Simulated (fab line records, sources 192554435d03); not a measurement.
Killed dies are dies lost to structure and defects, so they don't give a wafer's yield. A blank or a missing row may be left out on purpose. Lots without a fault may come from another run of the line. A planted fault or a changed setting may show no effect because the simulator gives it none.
Chamber matching | flow n5_finfet | N5_BEOL_M2_PRE_CLEAN_60 on cvd_co-02: 3 sister chambers
The step time 15 s. 16 wafers are shown with their chamber, then 8 later ones without.

WAFERS WITH THEIR CHAMBER
wafer  | chamber | heater_power_w (W)
L074.1 | 0       | 77
L074.4 | 2       | 71
L074.6 | 1       | 78
L076.3 | 1       | 80
L076.4 | 2       | 74
L076.6 | 0       | 78
L077.3 | 1       | 81
L077.4 | 0       | 78
L077.6 | 1       | 82
L081.2 | 0       | 79
L081.4 | 2       | 72
L081.6 | 0       | 79
L085.2 | 1       | 81
L085.4 | 0       | 78
L085.5 | 1       | 80
L087.3 | 2       | 74

SIGNATURES (means of the wafers above)
reading        | chamber 0 | chamber 1 | chamber 2 | scatter within a chamber
heater_power_w | 78.17     | 80.33     | 72.75     | 1.21
Rule: a wafer's distance from a chamber is the root of the sum, over the readings, of the square of ((its reading less the chamber's mean) divided by the reading's scatter). The wafer belongs to the nearest chamber; if the next one is less than 2 further off, it can't be placed. The scatter: the root of (the sum of the squares of (reading less its chamber's mean) over the shown wafers, divided by (wafers less chambers)).

WAFERS WITHOUT THEIR CHAMBER
wafer  | heater_power_w (W)
L087.4 | 73
L087.6 | 78
L094.1 | 73
L094.4 | 74
L094.6 | 78
L097.1 | 77
L097.5 | 81
L097.6 | 73

WHICH CHAMBER EACH WENT THROUGH
wafer  | from the rows above     | in truth
L087.4 | 2                       | 2
L087.6 | can't be placed: 0 or 1 | 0
L094.1 | 2                       | 2
L094.4 | 2                       | 2
L094.6 | can't be placed: 0 or 1 | 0
L097.1 | can't be placed: 0 or 1 | 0
L097.5 | can't be placed: 1 or 0 | 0
L097.6 | 2                       | 2
Placed correctly: 4 of 8. Can't be placed from these rows: 4 (the true chamber is among the candidates in 4). Placed wrongly: 0.
